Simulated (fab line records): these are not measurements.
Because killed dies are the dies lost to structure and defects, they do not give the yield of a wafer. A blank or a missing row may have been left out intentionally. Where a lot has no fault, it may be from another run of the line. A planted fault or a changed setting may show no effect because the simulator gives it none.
Problem report in the 8D (eight disciplines) form, filled by code :: flow nand_harc :: the parts of the form that need people (team, actions taken, sign-off) are left out

1. THE PROBLEM
heater_power_total_W at NHARC_A_SLIT_SOFTBAKE_04 reads a mean of 199.53 W on 2 wafers of 2 lots; wafers without a fault read 188.47 W with a standard deviation of 0.16. Measured from the usual mean, that is +69 standard deviations.
The step: time 55 s.
Seen first at day 17 13:00 on litho_track-06, wafer L901.3. Wafers with a number at this step in the record: 39, from 13 lots. Rule for "out", or "out of limits": more than 4 standard deviations from the usual mean. The rest of the wafers with a number are treated as sound.

2. WHAT IT IS AND WHAT IT IS NOT
question: which readings at this step
is: heater_power_total_W
is not: chill_plate_temp_C

question: which lots
is: L901, L904
is not: L889, L892, L893, L894, L895, L896, L899, L905, L907, L908, L909

question: which wafers of those lots
is: L901.3, L904.3
is not: L901.1, L901.5, L904.4, L904.5

question: read on which tools
is: litho_track-06
is not: litho_track-01, litho_track-04

question: when
is: from day 17 13:00
is not: up to then (20 sound wafers); but 17 sound wafers of L899, L904, L905, L907, L908, L909 came after

3. THE SUSPECTS, EACH WITH WHAT RULES IT OUT
Counting: if a tool at a process step up to the reading ran every lot that is out, it stays a suspect. Sound lots after the first of them don't rule it out here, since some wafers of a struck lot are sound.
- rie_diel-13 at NHARC_A_SGD_CUT_DESCUM_14 (chemistry O2, time 3 s): kept. It processed each lot that is out (first: L901, day 17 00:31); up to then, its last sound lot is L894 (day 15 03:40).
- pecvd-03 at NHARC_A_SLIT_DEP_23 (deposits SiON, target thk 100 nm): kept. It processed each lot that is out (first: L901, day 17 13:01); up to then, its last sound lot is L896 (day 16 07:33).
- litho_track-06 at NHARC_A_SLIT_SOFTBAKE_04 (time 55 s): kept. It processed each lot that is out (first: L901, day 17 13:00); up to then, its last sound lot is L896 (day 16 07:00). Its own heater_power_total_W readings are out on those wafers.
- Within rie_diel-13 at NHARC_A_SGD_CUT_DESCUM_14: the wafers that are out ran in chamber 2; their sound lot-mates ran in chambers 0, 3.
The count leaves rie_diel-13 at NHARC_A_SGD_CUT_DESCUM_14, pecvd-03 at NHARC_A_SLIT_DEP_23, and litho_track-06 at NHARC_A_SLIT_SOFTBAKE_04.

4. THE CAUSE (what the simulator had put in)
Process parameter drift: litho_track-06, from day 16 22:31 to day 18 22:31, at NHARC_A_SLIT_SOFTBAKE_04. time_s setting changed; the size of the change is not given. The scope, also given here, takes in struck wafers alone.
3 suspects survive the count, and this tool is in that group.

5. THE EFFECT CHAIN, in route order
One row per reading whose mean, taken over the struck wafers that have a number, lies over 3 standard deviations from the usual. Only readings whose record carries a usual standard deviation are examined. hours: median over the lots of the time between each lot's start at the first step of this table that gives one and its start at this step. sigmas: the change, counted in usual standard deviations.
hours: 0
step: NHARC_A_SLIT_SOFTBAKE_04
reading: heater_power_total_W
usual: 188.47 W
on struck wafers: 199.53
change: +11.06
sigmas: +69
Here are the process steps it includes:
- NHARC_A_SLIT_SOFTBAKE_04: time 55 s.

6. HOW IT WOULD HAVE BEEN CAUGHT EARLIER
In this record no reading fell out of limits until day 17 13:00, 14 hours after the fault had begun at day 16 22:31.
